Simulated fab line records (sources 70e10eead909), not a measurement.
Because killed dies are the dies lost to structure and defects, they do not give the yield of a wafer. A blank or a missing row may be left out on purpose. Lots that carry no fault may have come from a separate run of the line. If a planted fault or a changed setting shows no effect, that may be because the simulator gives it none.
The tool behind it: which one? || flow nand harc || 39 wafers from 13 lots sampled at 6 of the route's 1302 steps

== WHAT THE GAUGES READ, wafer by wafer ==
NHARC_A_SOURCE_PLATE_THK_MEAS_06: measures by ellipsometry. Usual: thk nm at 200.2 nm, with a standard deviation of 2.2.
{"lot": "L243", "measured": "day 7 11:50", "on": "film metro-01", "thk nm (nm)": "202.7 204.0 201.7", "flag": ""}
{"lot": "L246", "measured": "day 8 20:55", "on": "film metro-01", "thk nm (nm)": "200.5 200.7 200.0", "flag": ""}
{"lot": "L247", "measured": "day 9 06:33", "on": "film metro-01", "thk nm (nm)": "197.1 198.9 197.1", "flag": ""}
{"lot": "L249", "measured": "day 10 00:07", "on": "film metro-01", "thk nm (nm)": "202.6 200.8 203.2", "flag": ""}
{"lot": "L250", "measured": "day 10 17:05", "on": "film metro-01", "thk nm (nm)": "198.3 198.1 199.7", "flag": ""}
{"lot": "L252", "measured": "day 11 10:01", "on": "film metro-01", "thk nm (nm)": "200.4 202.4 200.8", "flag": ""}
{"lot": "L253", "measured": "day 11 21:58", "on": "film metro-01", "thk nm (nm)": "199.2 199.1 199.6", "flag": ""}
{"lot": "L254", "measured": "day 12 10:08", "on": "film metro-01", "thk nm (nm)": "199.2 199.3 197.5", "flag": ""}
{"lot": "L261", "measured": "day 15 03:20", "on": "film metro-01", "thk nm (nm)": "198.7 200.0 201.0", "flag": ""}
{"lot": "L262", "measured": "day 15 17:13", "on": "film metro-01", "thk nm (nm)": "201.6 204.5 201.8", "flag": ""}
{"lot": "L264", "measured": "day 16 09:24", "on": "film metro-02", "thk nm (nm)": "203.1 201.5 201.2", "flag": ""}
{"lot": "L265", "measured": "day 16 18:59", "on": "film metro-01", "thk nm (nm)": "199.6 201.8 200.9", "flag": ""}
{"lot": "L266", "measured": "day 17 12:28", "on": "film metro-02", "thk nm (nm)": "200.3 200.9 203.2", "flag": ""}

NHARC_A_ONON_D1_THK_MEAS_30: measures by ellipsometry. Usual: thk nm at 1001 nm, with a standard deviation of 8.2.
{"lot": "L243", "measured": "day 8 00:50", "on": "film metro-02", "thk nm (nm)": "981 982 981", "flag": ""}
{"lot": "L246", "measured": "day 9 11:03", "on": "film metro-01", "thk nm (nm)": "998 997 997", "flag": ""}
{"lot": "L247", "measured": "day 9 19:35", "on": "film metro-02", "thk nm (nm)": "1006 1007 1007", "flag": ""}
{"lot": "L249", "measured": "day 10 12:51", "on": "film metro-01", "thk nm (nm)": "997 997 994", "flag": ""}
{"lot": "L250", "measured": "day 11 09:10", "on": "film metro-01", "thk nm (nm)": "997 998 998", "flag": ""}
{"lot": "L252", "measured": "day 11 22:46", "on": "film metro-01", "thk nm (nm)": "1021 1023 1021", "flag": ""}
{"lot": "L253", "measured": "day 12 10:44", "on": "film metro-01", "thk nm (nm)": "718 1005 720", "flag": "OFF"}
{"lot": "L254", "measured": "day 13 03:08", "on": "film metro-02", "thk nm (nm)": "1011 1010 725", "flag": "OFF"}
{"lot": "L261", "measured": "day 15 16:53", "on": "film metro-01", "thk nm (nm)": "999 999 1000", "flag": ""}
{"lot": "L262", "measured": "day 16 09:25", "on": "film metro-01", "thk nm (nm)": "1000 1001 1000", "flag": ""}
{"lot": "L264", "measured": "day 16 22:23", "on": "film metro-01", "thk nm (nm)": "996 995 996", "flag": ""}
{"lot": "L265", "measured": "day 17 07:59", "on": "film metro-01", "thk nm (nm)": "997 995 997", "flag": ""}
{"lot": "L266", "measured": "day 18 05:58", "on": "film metro-02", "thk nm (nm)": "1010 1010 1007", "flag": ""}

NHARC_A_CHANNEL_HOLE_D1_INSPECT_12. Usual: raw defect count at 5.7, with a standard deviation of 3.
{"lot": "L243", "measured": "day 8 07:05", "on": "defect inspect-02", "raw defect count": "6 2 5", "flag": ""}
{"lot": "L246", "measured": "day 9 14:17", "on": "defect inspect-01", "raw defect count": "3 5 9", "flag": ""}
{"lot": "L247", "measured": "day 9 22:49", "on": "defect inspect-01", "raw defect count": "7 7 1", "flag": ""}
{"lot": "L249", "measured": "day 10 16:26", "on": "defect inspect-01", "raw defect count": "4 3 1", "flag": ""}
{"lot": "L250", "measured": "day 11 12:34", "on": "defect inspect-02", "raw defect count": "5 1 3", "flag": ""}
{"lot": "L252", "measured": "day 12 02:09", "on": "defect inspect-02", "raw defect count": "5 9 15", "flag": ""}
{"lot": "L253", "measured": "day 12 17:58", "on": "defect inspect-01", "raw defect count": 5, "flag": ""}
{"lot": "L254", "measured": "day 13 06:50", "on": "defect inspect-02", "raw defect count": "7 9", "flag": ""}
{"lot": "L261", "measured": "day 15 20:14", "on": "defect inspect-02", "raw defect count": "5 5 9", "flag": ""}
{"lot": "L262", "measured": "day 16 12:47", "on": "defect inspect-01", "raw defect count": "4 2 4", "flag": ""}
{"lot": "L264", "measured": "day 17 03:41", "on": "defect inspect-02", "raw defect count": "7 7 5", "flag": ""}
{"lot": "L265", "measured": "day 17 11:16", "on": "defect inspect-01", "raw defect count": "5 5 2", "flag": ""}
{"lot": "L266", "measured": "day 18 09:53", "on": "defect inspect-01", "raw defect count": "4 7 1", "flag": ""}

NHARC_END_SORT_01. Usual: killed at array 55, standard deviation 15; killed at other 1.0, standard deviation 1.2; killed at periphery 3.4, standard deviation 2.2; killed dies 59, standard deviation 15; killed open 3.2, standard deviation 2; killed short 2.5, standard deviation 1.7.
{"lot": "L253", "measured": "day 29 05:34", "on": "prober-01", "killed at array": "671 34 673", "killed at other": "0 0 0", "killed at periphery": "6 4 4", "killed dies": "677 38 677", "killed open": "2 1 0", "killed short": "6 1 1", "flag": "OFF"}
{"lot": "L254", "measured": "day 29 06:23", "on": "prober-02", "killed at array": "81 70 672", "killed at other": "0 1 2", "killed at periphery": "6 5 3", "killed dies": "87 76 677", "killed open": "1 0 4", "killed short": "3 5 2", "flag": "OFF"}

== WHAT TOOL EACH LOT RAN ON (gives the tool, then ch and the chambers of the sampled wafers, and finally the start) ==
{"lot": "L243", "NHARC_A_ONON_D1_DEP_28": "pecvd onon-03 ch 0, day 8 00:19", "NHARC_A_CHANNEL_HOLE_D1_DESCUM_15": "rie diel-02 ch 1,2,3, day 8 07:10"}
{"lot": "L246", "NHARC_A_ONON_D1_DEP_28": "pecvd onon-04 ch 0, day 9 10:32", "NHARC_A_CHANNEL_HOLE_D1_DESCUM_15": "rie diel-02 ch 2,3, day 9 14:22"}
{"lot": "L247", "NHARC_A_ONON_D1_DEP_28": "pecvd onon-03 ch 0, day 9 19:07", "NHARC_A_CHANNEL_HOLE_D1_DESCUM_15": "rie diel-07 ch 0,1,2, day 9 22:53"}
{"lot": "L249", "NHARC_A_ONON_D1_DEP_28": "pecvd onon-02 ch 0, day 10 12:24", "NHARC_A_CHANNEL_HOLE_D1_DESCUM_15": "rie diel-02 ch 0,1,2, day 10 16:31"}
{"lot": "L250", "NHARC_A_ONON_D1_DEP_28": "pecvd onon-04 ch 0, day 11 08:49", "NHARC_A_CHANNEL_HOLE_D1_DESCUM_15": "rie diel-02 ch 0,2,3, day 11 12:40"}
{"lot": "L252", "NHARC_A_ONON_D1_DEP_28": "pecvd onon-04 ch 0, day 11 22:19", "NHARC_A_CHANNEL_HOLE_D1_DESCUM_15": "rie diel-02 ch 0,2,3, day 12 02:13"}
{"lot": "L253", "NHARC_A_ONON_D1_DEP_28": "pecvd onon-02 ch 0, day 12 10:13", "NHARC_A_CHANNEL_HOLE_D1_DESCUM_15": "rie diel-02 ch 1, day 12 18:01"}
{"lot": "L254", "NHARC_A_ONON_D1_DEP_28": "pecvd onon-02 ch 0, day 13 02:41", "NHARC_A_CHANNEL_HOLE_D1_DESCUM_15": "rie diel-01 ch 2,3, day 13 06:54"}
{"lot": "L261", "NHARC_A_ONON_D1_DEP_28": "pecvd onon-04 ch 0, day 15 16:25", "NHARC_A_CHANNEL_HOLE_D1_DESCUM_15": "rie diel-02 ch 0,3, day 15 20:17"}
{"lot": "L262", "NHARC_A_ONON_D1_DEP_28": "pecvd onon-03 ch 0, day 16 08:58", "NHARC_A_CHANNEL_HOLE_D1_DESCUM_15": "rie diel-02 ch 0,2, day 16 12:51"}
{"lot": "L264", "NHARC_A_ONON_D1_DEP_28": "pecvd onon-02 ch 0, day 16 21:55", "NHARC_A_CHANNEL_HOLE_D1_DESCUM_15": "rie diel-02 ch 2,3, day 17 03:44"}
{"lot": "L265", "NHARC_A_ONON_D1_DEP_28": "pecvd onon-02 ch 0, day 17 07:31", "NHARC_A_CHANNEL_HOLE_D1_DESCUM_15": "rie diel-07 ch 2,3, day 17 11:19"}
{"lot": "L266", "NHARC_A_ONON_D1_DEP_28": "pecvd onon-02 ch 0, day 18 05:26", "NHARC_A_CHANNEL_HOLE_D1_DESCUM_15": "rie diel-01 ch 0,1,3, day 18 09:56"}
- NHARC_A_ONON_D1_DEP_28: target thk 1000 nm.
- NHARC_A_CHANNEL_HOLE_D1_DESCUM_15: chemistry O2, time 3 s.

== WHAT THE TOOLS THEMSELVES READ (means of the sampled wafers that have a number; where no wafer has one, the mark that the record gives instead) ==
NHARC_A_CHANNEL_HOLE_D1_DESCUM_15. Usual: drypump motor current A 5.7 A, standard deviation 0.35; oes product au 0.999 a.u., standard deviation 0.01; rf vpp V 57.8 V, standard deviation 0.95; showerhead plenum p Torr 1.91 Torr, standard deviation 0.093; throttle valve pct 11.311 %, standard deviation 0.0091.
{"lot": "L243", "tool": "rie diel-02", "drypump motor current A (A)": 5.7, "oes product au (a.u.)": 1.002, "rf vpp V (V)": 57.9, "showerhead plenum p Torr (Torr)": 1.96, "throttle valve pct (%)": 11.315, "flag": ""}
{"lot": "L246", "tool": "rie diel-02", "drypump motor current A (A)": 5.4, "oes product au (a.u.)": 0.997, "rf vpp V (V)": 57.3, "showerhead plenum p Torr (Torr)": 1.97, "throttle valve pct (%)": 11.317, "flag": ""}
{"lot": "L247", "tool": "rie diel-07", "drypump motor current A (A)": 5.3, "oes product au (a.u.)": 0.999, "rf vpp V (V)": 57.5, "showerhead plenum p Torr (Torr)": 1.94, "throttle valve pct (%)": 11.303, "flag": ""}
{"lot": "L249", "tool": "rie diel-02", "drypump motor current A (A)": 5.8, "oes product au (a.u.)": 0.995, "rf vpp V (V)": 57.5, "showerhead plenum p Torr (Torr)": 2.00, "throttle valve pct (%)": 11.310, "flag": ""}
{"lot": "L250", "tool": "rie diel-02", "drypump motor current A (A)": 5.6, "oes product au (a.u.)": 0.989, "rf vpp V (V)": 57.3, "showerhead plenum p Torr (Torr)": 1.92, "throttle valve pct (%)": 11.311, "flag": ""}
{"lot": "L252", "tool": "rie diel-02", "drypump motor current A (A)": 5.6, "oes product au (a.u.)": 0.998, "rf vpp V (V)": 58.2, "showerhead plenum p Torr (Torr)": 1.92, "throttle valve pct (%)": 11.308, "flag": ""}
{"lot": "L253", "tool": "rie diel-02", "drypump motor current A (A)": 6.2, "oes product au (a.u.)": 1.010, "rf vpp V (V)": 59.4, "showerhead plenum p Torr (Torr)": 2.03, "throttle valve pct (%)": 11.315, "flag": ""}
{"lot": "L254", "tool": "rie diel-01", "drypump motor current A (A)": 6.1, "oes product au (a.u.)": 1.007, "rf vpp V (V)": 57.5, "showerhead plenum p Torr (Torr)": 1.88, "throttle valve pct (%)": 11.322, "flag": ""}
{"lot": "L261", "tool": "rie diel-02", "drypump motor current A (A)": 5.9, "oes product au (a.u.)": 0.998, "rf vpp V (V)": 57.7, "showerhead plenum p Torr (Torr)": 1.86, "throttle valve pct (%)": 11.310, "flag": ""}
{"lot": "L262", "tool": "rie diel-02", "drypump motor current A (A)": 5.5, "oes product au (a.u.)": 0.984, "rf vpp V (V)": 58.3, "showerhead plenum p Torr (Torr)": 2.00, "throttle valve pct (%)": 11.314, "flag": ""}
{"lot": "L264", "tool": "rie diel-02", "drypump motor current A (A)": 5.4, "oes product au (a.u.)": 0.991, "rf vpp V (V)": 58.6, "showerhead plenum p Torr (Torr)": 1.96, "throttle valve pct (%)": 11.300, "flag": ""}
{"lot": "L265", "tool": "rie diel-07", "drypump motor current A (A)": 5.7, "oes product au (a.u.)": 0.995, "rf vpp V (V)": 57.5, "showerhead plenum p Torr (Torr)": 1.87, "throttle valve pct (%)": 11.311, "flag": ""}
{"lot": "L266", "tool": "rie diel-01", "drypump motor current A (A)": 5.7, "oes product au (a.u.)": 1.005, "rf vpp V (V)": 57.2, "showerhead plenum p Torr (Torr)": 1.87, "throttle valve pct (%)": 11.312, "flag": ""}

== THE ANSWER, worked out from the rows above alone ==
Rule: lot off if the mean of its wafers having a number is beyond 3 standard deviations from the usual mean. A lot without any number at a reading at which 4 lots or more have one is off too. Any other lot the step has rows for is counted as sound. After the gauges, taken in route order, come the tools' own readings; for these a lot's mean is taken, as printed above. The first step at which some lot is off is used, and at that step the reading that is off furthest; a lot without a number counts as furthest.
Off: L253, L254 (NHARC_A_ONON_D1_THK_MEAS_30, thk nm).
A tool fits if, at a process step before that reading, it ran every lot that is off, and no sound lot after the first of them. The gauges at NHARC_A_ONON_D1_THK_MEAS_30 aren't tried: what is off there is off at NHARC_END_SORT_01 too, on other tools, and a gauge's error can't cause that. None of those tried fits.

== WHAT THE SIMULATOR PUT IN ==
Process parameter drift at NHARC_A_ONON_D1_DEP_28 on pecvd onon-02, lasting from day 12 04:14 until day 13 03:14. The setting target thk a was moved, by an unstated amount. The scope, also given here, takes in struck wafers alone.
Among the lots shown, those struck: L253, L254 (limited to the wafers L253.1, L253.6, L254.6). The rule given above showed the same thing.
